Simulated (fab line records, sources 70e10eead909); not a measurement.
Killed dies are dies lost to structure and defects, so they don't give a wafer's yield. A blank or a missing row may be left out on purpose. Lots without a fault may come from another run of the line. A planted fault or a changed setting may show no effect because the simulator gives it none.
Which tool did it? | flow nand_harc | 12 lots, 36 wafers sampled, at 3 steps of a route of 1159

WHAT THE GAUGES READ, wafer by wafer
NHARC_A_CONTACT_CD_MEAS_42: target cd 200 nm.
lot  | measured     | on        | cd_nm (nm)
L076 | day 16 20:11 | cd_sem-02 | 199.7 200.3 200.3
L075 | day 16 17:59 | cd_sem-02 | 200.3 200.8 200.3
L080 | day 17 18:34 | cd_sem-02 | 200.7 200.5 199.8
L083 | day 18 11:20 | cd_sem-02 | 200.5 200.9 201.2
L084 | day 18 20:37 | cd_sem-03 | 200.4 200.4 200.5
L085 | day 19 12:46 | cd_sem-02 | 200.7 200.4 200.2
L086 | day 19 18:23 | cd_sem-03 | 200.6 199.5 199.6
L090 | day 20 07:18 | cd_sem-02 | 200.6 200.1 200.4
L091 | day 20 18:21 | cd_sem-03 | 200.0 199.6 199.5
L094 | day 21 11:28 | cd_sem-01 | 200.7 199.8 200.2
L095 | day 21 16:46 | cd_sem-03 | 200.3 201.0 200.2
L097 | day 23 01:48 | cd_sem-01 | 199.6 200.5 200.3

WHICH TOOL RAN EACH LOT (tool, then ch and the chambers of the sampled wafers, then the start)
lot  | NHARC_A_WL_FILL_ALD_00           | NHARC_A_WL_FILL_ALD_02
L076 | ald_hk-03 ch 0,2,3, day 15 07:23 | ald_metal-02 ch 0,1,3, day 15 07:52
L075 | ald_hk-02 ch 1,2,3, day 15 07:26 | ald_metal-02 ch 0,1, day 15 08:09
L080 | ald_hk-03 ch 0,3, day 16 10:41   | ald_metal-01 ch 1,3, day 16 11:13
L083 | ald_hk-01 ch 0,1,3, day 17 03:13 | ald_metal-03 ch 1,2,3, day 17 03:41
L084 | ald_hk-01 ch 0,2,3, day 17 06:20 | ald_metal-02 ch 1,3, day 17 06:49
L085 | ald_hk-01 ch 0,2,3, day 17 23:47 | ald_metal-02 ch 0,3, day 18 00:17
L086 | ald_hk-02 ch 0,1,2, day 18 00:10 | ald_metal-02 ch 1,3, day 18 00:47
L090 | ald_hk-02 ch 1,2, day 18 20:20   | ald_metal-02 ch 0,1,2, day 18 20:54
L091 | ald_hk-03 ch 1,2,3, day 19 05:58 | ald_metal-01 ch 0,2, day 19 06:25
L094 | ald_hk-02 ch 0,1,2, day 19 21:49 | ald_metal-02 ch 0,1,2, day 19 22:20
L095 | ald_hk-02 ch 0,1,3, day 20 01:29 | ald_metal-02 ch 1,3, day 20 02:07
L097 | ald_hk-02 ch 0,1, day 21 01:57   | ald_metal-03 ch 0,2,3, day 21 02:38
- NHARC_A_WL_FILL_ALD_00: deposits Al2O3, target thk 3 nm, pulse time 3 s, ald cycles 30.
- NHARC_A_WL_FILL_ALD_02: deposits TiN, target thk 2 nm, pulse time 3 s, ald cycles 100.

THE ANSWER, worked out from the rows above alone
Rule: what is usual is taken from the lots themselves. Put in order of their means at a reading, lots are off if they are a third of the lots or fewer, leave a main group of 4 or more, and stand apart from it by a gap of 3 or more times the standard deviation of the main group's means; of several such gaps the widest counts. A main group whose means are all the same, to the digits that the tables above print for the reading, isn't used. A lot without any number at a reading at which 4 lots or more have one is off too. The other lots that the step has rows for count as sound.
No lot is off at any reading shown: from this, nothing can be told.

WHAT THE SIMULATOR HAD PUT IN
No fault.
